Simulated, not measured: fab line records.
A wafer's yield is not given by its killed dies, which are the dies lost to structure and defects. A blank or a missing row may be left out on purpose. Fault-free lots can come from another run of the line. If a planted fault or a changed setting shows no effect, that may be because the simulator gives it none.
fab line records	flow n5Finfet
record: lots: 7	wafers: 21
route steps=1938 shown BEOL_M7@1293 BEOL_M9@1406
startH: hours from the record's opening day to when the first of the lot's shown wafers began	waitH: how many hours have passed since the lot's step before this one	" the same as in the row above	L1.1+2: several wafers, shown together as one row	- no value present, or no start provided	* or withheld: withheld	< > ~ a bound
route shown NAME@n: names a module that has steps shown in the file, with the first one's number in the route	usual: average and standard deviation across the fault-free wafers	same: alike in all rows	chamber/n: place in a boat	sites: the reading at each site	_std_site: the standard deviation of these	_edge_site: mean of outer sites minus mean of inner sites	radiusMm: how far each site lies from the wafer's centre	mask NAME#n: copy n	behind: the last tool/chamber to shape the wafer	hold: why the lot went on hold/how many hours it stayed there/how the hold came to an end	device: the n, p or np transistor that did not switch	end of line: tests run on the same wafers once the route is complete	a step given without rows: its recipe and nothing more	killed: dies that structure and defects cost at the first sort, which is not the same as the wafer's yield	map: per-die view of a wafer (x killed, . not killed, _ where there is no die)
set.NAME: the setting the step ran with; set.NAME@STEP: the setting that earlier step ran with	model.NAME: the simulator's own value behind a step, which no gauge read
one table per step and one row per wafer, for lots whose settings were changed on purpose
== steps ==
step: N5_BEOL_M7_EXPOSE_25
recipe: maskId: V6	na: 0.33	sourceShape: annular	sigmaInner: 0.4	sigmaOuter: 0.8	polarization: unpolarized	targetCdNm: 40	doseMj: 42.5
lot.wafer	tool	chamber	startH	waitH	mask	set.doseMj
L075.1	euvScanner-02	0	194.29	-	V6#0	43.32
L075.3+4	"	0	"	"	V6#0	42.5
L079.1+3+5	euvScanner-01	0	218.28	-	V6#0	42.5
L081.2+4+6	euvScanner-02	0	227.93	-	V6#0	42.5
L083.1	euvScanner-01	0	229.94	-	V6#0	40.28
L083.4+5	"	0	"	"	V6#0	42.5
L085.1+2+6	euvScanner-02	0	265.89	-	V6#0	42.5
L087.1+2	euvScanner-01	0	268.31	-	V6#0	42.5
L087.3	"	0	"	"	V6#0	45.41
L097.1	euvScanner-02	0	323.14	-	V6#0	42.5
L097.3+5	"	0	"	"	V6#0	40.4
step: N5_BEOL_M7_PEB_26
recipe: pebTempC: 100	pebTimeS: 60	resist: CAR-EUV
step: N5_BEOL_M7_DEVELOP_27
recipe: developTimeS: 30	developer: TMAH	resist: CAR-EUV	rinseLiquid: surfactantRinse	dry: airSpin	devTempC: 23
step: N5_BEOL_M7_CD_MEAS_28
recipe: targetCdNm: 40	landingEnergyEv: 500	detector: seInlens
usual: cdNm: 39.99/0.24
lot.wafer	tool	chamber	startH	waitH	set.doseMj@BEOL_M7_EXPOSE_25	cdNm
L075.1	cdSem-02	0	194.42	-	43.32	40.33
L075.3	"	0	"	"	42.5	40.34
L075.4	"	0	"	"	42.5	39.98
L079.1	cdSem-02	0	218.42	-	42.5	40.36
L079.3	"	0	"	"	42.5	40.01
L079.5	"	0	"	"	42.5	40.01
L081.2	cdSem-01	0	228.06	-	42.5	40.18
L081.4	"	0	"	"	42.5	39.78
L081.6	"	0	"	"	42.5	40.26
L083.1	cdSem-02	0	230.07	-	40.28	38.95
L083.4	"	0	"	"	42.5	39.67
L083.5	"	0	"	"	42.5	40.02
L085.1	cdSem-03	0	266.02	-	42.5	39.93
L085.2	"	0	"	"	42.5	40.29
L085.6	"	0	"	"	42.5	40.12
L087.1	cdSem-01	0	268.45	-	42.5	39.92
L087.2	"	0	"	"	42.5	39.74
L087.3	"	0	"	"	45.41	41.62
L097.1	cdSem-02	0	323.27	-	42.5	39.90
L097.3	"	0	"	"	40.4	38.84
L097.5	"	0	"	"	40.4	38.81
step: N5_BEOL_M7_DESCUM_33
recipe: chemistry: O2	timeS: 7	sourcePowerW: 50	biasPowerW: 20	pressureMtorr: 20	rfFrequencyHz: 2.712e+07	tempC: 40	resist: CAR-EUV	o2FlowSccm: 225
lot.wafer	tool	chamber	startH	waitH	set.doseMj@BEOL_M7_EXPOSE_25	model.BEOL_M7.cdNm
L075.1	rieDiel-01	2	194.54	0.0	43.32	40.6
L075.3	"	3	"	"	42.5	40.4
L075.4	"	0	"	"	42.5	40
L079.1	rieDiel-01	3	218.54	0.0	42.5	40.2
L079.3+5	"	1	"	"	42.5	40
L081.2+4+6	rieDiel-01	3,2,1	228.47	0.3	42.5	40.2
L083.1	rieDiel-03	0	230.20	0.0	40.28	39.2
L083.4	"	2	"	"	42.5	40
L083.5	"	3	"	"	42.5	40.4
L085.1+2	rieDiel-03	0,3	266.15	0.0	42.5	40
L085.6	"	3	"	"	42.5	40.2
L087.1+2	rieDiel-03	0,2	268.57	0.0	42.5	40.2
L087.3	"	3	"	"	45.41	41.6
L097.1	rieDiel-02	2	323.52	0.2	42.5	40.2
L097.3+5	"	3,2	"	"	40.4	39
step: N5_BEOL_M7_ETCH_72
recipe: chemistry: N2/H2	target: underlayer	targetDepthA: 65	maskMaterial: CAR-EUV	timeS: 5.2	ionEnergyEv: 200	pressureMtorr: 30	sourceW: 840	biasW: 150	n2FlowSccm: 200	h2FlowSccm: 200	ends: cleared
lot.wafer	tool	chamber	startH	waitH	set.doseMj@BEOL_M7_EXPOSE_25	model.BEOL_M7.cdNm
L075.1	rieDiel-01	2	194.58	0.0	43.32	40.6
L075.3	"	3	"	"	42.5	40.4
L075.4	"	0	"	"	42.5	40
L079.1	rieDiel-01	3	218.57	0.0	42.5	40.2
L079.3+5	"	1	"	"	42.5	40
L081.2+4	rieDiel-01	3,2	228.51	0.0	42.5	40.2
L081.6	"	1	"	"	42.5	40
L083.1	rieDiel-03	0	230.23	0.0	40.28	39
L083.4	"	2	"	"	42.5	40
L083.5	"	3	"	"	42.5	40.4
L085.1+2+6	rieDiel-03	0,3,3	266.18	0.0	42.5	40
L087.1	rieDiel-03	0	268.61	0.0	42.5	40
L087.2	"	2	"	"	42.5	40.2
L087.3	"	3	"	"	45.41	41.8
L097.1	rieDiel-02	2	323.55	0.0	42.5	40.2
L097.3	"	3	"	"	40.4	39
L097.5	"	2	"	"	40.4	38.8
step: N5_BEOL_M7_ETCH_65
recipe: chemistry: CF4	target: SiARC	targetDepthA: 156	maskMaterial: CAR-EUV	timeS: 26	ionEnergyEv: 80	pressureMtorr: 40	sourceW: 545	biasW: 36	Ar_flow_sccm: 100	cf4FlowSccm: 100	ends: cleared
lot.wafer	tool	chamber	startH	waitH	set.doseMj@BEOL_M7_EXPOSE_25	model.BEOL_M7.cdNm
L075.1	rieDiel-01	2	194.59	0.0	43.32	40.6
L075.3+4	"	3,0	"	"	42.5	40.2
L079.1+5	rieDiel-01	3,1	218.59	0.0	42.5	40
L079.3	"	1	"	"	42.5	39.8
L081.2+4+6	rieDiel-01	3,2,1	228.52	0.0	42.5	40.2
L083.1	rieDiel-03	0	230.25	0.0	40.28	39
L083.4	"	2	"	"	42.5	40
L083.5	"	3	"	"	42.5	40.4
L085.1+2	rieDiel-03	0,3	266.20	0.0	42.5	39.8
L085.6	"	3	"	"	42.5	40
L087.1	rieDiel-03	0	268.62	0.0	42.5	40
L087.2	"	2	"	"	42.5	40.2
L087.3	"	3	"	"	45.41	41.6
L097.1	rieDiel-02	2	323.57	0.0	42.5	40.2
L097.3	"	3	"	"	40.4	39
L097.5	"	2	"	"	40.4	38.8
step: N5_BEOL_M7_ETCH_66
recipe: chemistry: N2/H2	target: SOC	targetDepthA: 800	overetchA: 160	maskMaterial: SiARC	tempC: 40	timeS: 120	ionEnergyEv: 200	pressureMtorr: 30	sourceW: 840	biasW: 150	n2FlowSccm: 200	h2FlowSccm: 200
lot.wafer	tool	chamber	startH	waitH	set.doseMj@BEOL_M7_EXPOSE_25	model.BEOL_M7.cdNm
L075.1	rieDiel-01	2	194.62	0.0	43.32	40.8
L075.3	"	3	"	"	42.5	40
L075.4	"	0	"	"	42.5	40.2
L079.1+3	rieDiel-01	3,1	218.62	0.0	42.5	40
L079.5	"	1	"	"	42.5	40.2
L081.2+6	rieDiel-01	3,1	228.55	0.0	42.5	40
L081.4	"	2	"	"	42.5	40.6
L083.1	rieDiel-03	0	230.28	0.0	40.28	39.2
L083.4	"	2	"	"	42.5	39.8
L083.5	"	3	"	"	42.5	40.2
L085.1+6	rieDiel-03	0,3	266.23	0.0	42.5	39.8
L085.2	"	3	"	"	42.5	39.4
L087.1	rieDiel-03	0	268.65	0.0	42.5	40.2
L087.2	"	2	"	"	42.5	40
L087.3	"	3	"	"	45.41	41.4
L097.1	rieDiel-02	2	323.60	0.0	42.5	40
L097.3	"	3	"	"	40.4	39
L097.5	"	2	"	"	40.4	38.8
step: N5_BEOL_M7_VIA_ETCH_34
recipe: chemistry: C4F6/O2	target: SiCOH_lowk	targetDepthA: 1255	maskMaterial: SOC	taperDeg: 4	timeS: 50.5	ionEnergyEv: 250	pressureMtorr: 30	sourceW: 345	biasW: 185	Ar_flow_sccm: 300	C4F6_flow_sccm: 10	O2_flow_sccm: 10
lot.wafer	tool	chamber	startH	waitH	set.timeS	set.doseMj@BEOL_M7_EXPOSE_25	model.etch.depthNm	model.BEOL_M7.cdNm	model.SOC_of_BEOL_M7_COAT_63.thkNm
L075.1	rieDiel-01	2	194.72	0.0	50.5	43.32	123.1	40.8	53.8
L075.3	"	3	"	"	50.5	42.5	124.9	40	53.8
L075.4	"	0	"	"	50.5	42.5	128.9	40.2	54
L079.1	rieDiel-01	3	218.72	0.0	61.07	42.5	151.8	40.4	52
L079.3	"	1	"	"	50.5	42.5	128.2	40	53.4
L079.5	"	1	"	"	50.5	42.5	128.4	40	53.4
L081.2	rieDiel-01	3	228.65	0.0	50.5	42.5	123.2	40.2	53.6
L081.4	"	2	"	"	50.5	42.5	124.2	40.6	53.4
L081.6	"	1	"	"	46.56	42.5	117.4	40	54
L083.1	rieDiel-03	0	230.38	0.0	44.28	40.28	107.5	39.2	54.4
L083.4	"	2	"	"	50.5	42.5	125.6	39.8	53.6
L083.5	"	3	"	"	44.28	42.5	110.4	40	54.6
L085.1	rieDiel-03	0	266.33	0.0	50.5	42.5	123.1	39.6	54
L085.2	"	3	"	"	50.5	42.5	124.7	39.2	54.2
L085.6	"	3	"	"	50.5	42.5	125	39.6	54
L087.1	rieDiel-03	0	268.75	0.0	50.5	42.5	121.6	40	54
L087.2	"	2	"	"	58.13	42.5	142.2	40.2	52.6
L087.3	"	3	"	"	50.5	45.41	124.6	41.2	53.6
L097.1	rieDiel-02	2	323.70	0.0	39.44	42.5	94.68	39.6	55.6
L097.3	"	3	"	"	50.5	40.4	124	39	54.2
L097.5	"	2	"	"	39.44	40.4	95.25	38.6	55.6
step: N5_BEOL_M9_COAT_59
recipe: resist: SOC	tempC: 250	timeS: 60	spinRpm: 1500	resistThkNm: 100
lot.wafer	tool	chamber	startH	waitH	set.spinRpm	model.SOC_of_BEOL_M9_COAT_59.thkNm
L075.1	lithoTrack-01	0	210.66	0.1	1500	100.4
L075.3	"	0	"	"	1500	99.8
L075.4	"	0	"	"	1500	100
L079.1	lithoTrack-01	0	231.13	0.1	1500	99.8
L079.3	"	0	"	"	1627	96.6
L079.5	"	0	"	"	1500	100.4
L081.2+4+6	lithoTrack-03	0	241.18	0.1	1500	99.6
L083.1	lithoTrack-01	0	244.37	0.1	1638	95.2
L083.4	"	0	"	"	1500	99.6
L083.5	"	0	"	"	1638	95.4
L085.1+6	lithoTrack-03	0	280.94	0.1	1500	99.2
L085.2	"	0	"	"	1500	99.4
L087.1+3	lithoTrack-02	0	281.50	0.1	1600	96.6
L087.2	"	0	"	"	1500	99.8
L097.1+3	lithoTrack-03	0	339.50	0.1	1383	104
L097.5	"	0	"	"	1500	99.8
step: N5_BEOL_M9_COAT_05
recipe: resist: CAR-ArF	spinRpm: 1500	resistThkNm: 90
lot.wafer	tool	chamber	startH	waitH	set.spinRpm	model.CAR-ArF_of_BEOL_M9_COAT_05.thkNm
L075.1+4	lithoTrack-01	0	-	-	1500	90.2
L075.3	"	0	"	"	1500	90
L079.1	lithoTrack-01	0	-	-	1500	90.4
L079.3	"	0	"	"	1500	90.2
L079.5	"	0	"	"	1500	90
L081.2	lithoTrack-03	0	-	-	1500	90.6
L081.4+6	"	0	"	"	1500	90.2
L083.1	lithoTrack-01	0	-	-	1500	90
L083.4	"	0	"	"	1579	87.8
L083.5	"	0	"	"	1579	88.2
L085.1+6	lithoTrack-03	0	-	-	1500	90.4
L085.2	"	0	"	"	1500	90.2
L087.1	lithoTrack-02	0	-	-	1454	91
L087.2+3	"	0	"	"	1500	89.8
L097.1+3	lithoTrack-03	0	-	-	1500	90
L097.5	"	0	"	"	1500	89.8
step: N5_BEOL_M9_EBR_07
recipe: solvent: PGMEA	ebrWidthMm: 1.5
step: N5_BEOL_M9_SOFTBAKE_06
recipe: tempC: 110	timeS: 60	resist: CAR-ArF
step: N5_BEOL_M9_EXPOSE_08
recipe: maskId: M9	na: 1.35	sourceShape: dipole	sigmaInner: 0.411	sigmaOuter: 0.611	polarization: te	doseMj: 53.75
step: N5_BEOL_M9_PEB_09
recipe: pebTempC: withheld	pebTimeS: 60	resist: CAR-ArF
step: N5_BEOL_M9_DEVELOP_10
recipe: developTimeS: 30	developer: TMAH	resist: CAR-ArF	rinseLiquid: diw	dry: airSpin	devTempC: 23
lot.wafer	tool	chamber	startH	waitH	set.spinRpm@BEOL_M9_COAT_05	model.CAR-ArF_of_BEOL_M9_COAT_05.thkNm
L075.1+3+4	lithoTrack-03	0	-	-	1500	88.4
L079.1+3	lithoTrack-03	0	-	-	1500	88.6
L079.5	"	0	"	"	1500	88.4
L081.2	lithoTrack-03	0	-	-	1500	89
L081.4	"	0	"	"	1500	88.6
L081.6	"	0	"	"	1500	88.4
L083.1	lithoTrack-01	0	-	-	1500	88.4
L083.4	"	0	"	"	1579	86.2
L083.5	"	0	"	"	1579	86.4
L085.1+6	lithoTrack-02	0	-	-	1500	88.6
L085.2	"	0	"	"	1500	88.4
L087.1	lithoTrack-02	0	-	-	1454	89.4
L087.2	"	0	"	"	1500	88
L087.3	"	0	"	"	1500	88.2
L097.1+3+5	lithoTrack-02	0	-	-	1500	88.2
step: N5_BEOL_M9_DESCUM_16
recipe: chemistry: O2	timeS: 7.9	sourcePowerW: 50	biasPowerW: 20	pressureMtorr: 20	rfFrequencyHz: 2.712e+07	tempC: 40	resist: CAR-ArF	o2FlowSccm: 225
step: N5_BEOL_M9_ETCH_61
recipe: chemistry: CF4	target: SiARC	targetDepthA: 390	maskMaterial: CAR-ArF	timeS: 65	ionEnergyEv: 80	pressureMtorr: 40	sourceW: 545	biasW: 36	Ar_flow_sccm: 100	cf4FlowSccm: 100	ends: cleared
step: N5_BEOL_M9_ETCH_62
recipe: chemistry: N2/H2	target: SOC	targetDepthA: 1100	overetchA: 220	maskMaterial: SiARC	tempC: 40	timeS: 165	ionEnergyEv: 200	pressureMtorr: 30	sourceW: 840	biasW: 150	n2FlowSccm: 200	h2FlowSccm: 200
lot.wafer	tool	chamber	startH	waitH	set.spinRpm@BEOL_M9_COAT_59	model.etch.depthNm
L075.1	rieDiel-01	3	211.20	0.0	1500	100.3
L075.3	"	2	"	"	1500	99.79
L075.4	"	2	"	"	1500	99.99
L079.1	rieDiel-02	2	231.67	0.0	1500	99.89
L079.3	"	3	"	"	1627	96.58
L079.5	"	3	"	"	1500	100.4
L081.2	rieDiel-01	1	241.71	0.0	1500	99.58
L081.4	"	3	"	"	1500	99.51
L081.6	"	3	"	"	1500	99.6
L083.1	rieDiel-01	0	244.91	0.0	1638	95.25
L083.4	"	2	"	"	1500	99.55
L083.5	"	2	"	"	1638	95.35
L085.1	rieDiel-01	2	281.48	0.0	1500	99.1
L085.2	"	0	"	"	1500	99.37
L085.6	"	3	"	"	1500	99.2
L087.1	rieDiel-01	2	282.25	0.0	1600	96.55
L087.2	"	0	"	"	1500	99.89
L087.3	"	3	"	"	1600	96.52
L097.1	rieDiel-01	3	340.03	0.0	1383	103.9
L097.3	"	2	"	"	1383	104
L097.5	"	2	"	"	1500	99.9
step: N5_BEOL_M9_STRIP_68
recipe: chemistry: N2/H2	tempC: 40	n2FlowSccm: 200	h2FlowSccm: 200	rfFrequencyHz: 6e+07
step: N5_BEOL_M9_STRIP_67
recipe: chemistry: CF4	resist: SiARC	powerW: 300	biasPowerW: 75	pressureMtorr: 50	cf4FlowSccm: 150	rfFrequencyHz: 6e+07
step: N5_BEOL_M9_HM_OPEN_17
recipe: chemistry: Cl2/BCl3	targetDepthA: 200	overetchA: 60	target: TiN	maskMaterial: SOC	ionEnergyEv: 150	pressureMtorr: 10	icpW: 1000	biasW: 126	Cl2_flow_sccm: 53.25	bcl3FlowSccm: 21.75	Ar_flow_sccm: 25
lot.wafer	tool	chamber	startH	waitH	set.spinRpm@BEOL_M9_COAT_59	model.SOC_of_BEOL_M9_COAT_59.thkNm
L075.1	rieMetal-03	1	211.39	0.0	1500	92.2
L075.3	"	0	"	"	1500	91.8
L075.4	"	1	"	"	1500	92
L079.1	rieMetal-03	0	231.89	0.1	1500	91.8
L079.3	"	0	"	"	1627	88.6
L079.5	"	1	"	"	1500	92.2
L081.2+4	rieMetal-02	0	241.90	0.0	1500	91.4
L081.6	"	1	"	"	1500	91.8
L083.1	rieMetal-03	1	245.10	0.0	1638	87
L083.4	"	1	"	"	1500	91.4
L083.5	"	0	"	"	1638	87.4
L085.1	rieMetal-01	0	281.67	0.0	1500	91.2
L085.2+6	"	1	"	"	1500	91.4
L087.1	rieMetal-02	0	282.43	0.0	1600	88.4
L087.2	"	1	"	"	1500	92
L087.3	"	1	"	"	1600	88.8
L097.1	rieMetal-02	0	340.22	0.0	1383	95.8
L097.3	"	0	"	"	1383	96
L097.5	"	0	"	"	1500	92
== key ==
split: step: N5_BEOL_M7_EXPOSE_25	setting: doseMj	stated: 42.5	by: wafer
response: step: N5_BEOL_M7_CD_MEAS_28	reading: cdNm	change: +0.221	per: 1%	r: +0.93
response: step: N5_BEOL_M7_DESCUM_33	reading: model.BEOL_M7.cdNm	change: +0.21	per: 1%	r: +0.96
response: step: N5_BEOL_M7_ETCH_72	reading: model.BEOL_M7.cdNm	change: +0.245	per: 1%	r: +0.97
response: step: N5_BEOL_M7_ETCH_65	reading: model.BEOL_M7.cdNm	change: +0.232	per: 1%	r: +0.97
response: step: N5_BEOL_M7_ETCH_66	reading: model.BEOL_M7.cdNm	change: +0.194	per: 1%	r: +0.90
response: step: N5_BEOL_M7_VIA_ETCH_34	reading: model.BEOL_M7.cdNm	change: +0.161	per: 1%	r: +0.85
split: step: N5_BEOL_M7_VIA_ETCH_34	setting: timeS	stated: 50.5	by: wafer
response: step: N5_BEOL_M7_VIA_ETCH_34	reading: model.etch.depthNm	change: +1.23	per: 1%	r: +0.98
response: step: N5_BEOL_M7_VIA_ETCH_34	reading: model.SOC_of_BEOL_M7_COAT_63.thkNm	change: -0.0685	per: 1%	r: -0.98
split: step: N5_BEOL_M9_COAT_59	setting: spinRpm	stated: 1500	by: wafer
response: step: N5_BEOL_M9_COAT_59	reading: model.SOC_of_BEOL_M9_COAT_59.thkNm	change: -0.471	per: 1%	r: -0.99
response: step: N5_BEOL_M9_ETCH_62	reading: model.etch.depthNm	change: -0.471	per: 1%	r: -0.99
response: step: N5_BEOL_M9_HM_OPEN_17	reading: model.SOC_of_BEOL_M9_COAT_59.thkNm	change: -0.461	per: 1%	r: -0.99
split: step: N5_BEOL_M9_COAT_05	setting: spinRpm	stated: 1500	by: wafer
response: step: N5_BEOL_M9_COAT_05	reading: model.CAR-ArF_of_BEOL_M9_COAT_05.thkNm	change: -0.383	per: 1%	r: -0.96
response: step: N5_BEOL_M9_DEVELOP_10	reading: model.CAR-ArF_of_BEOL_M9_COAT_05.thkNm	change: -0.405	per: 1%	r: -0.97
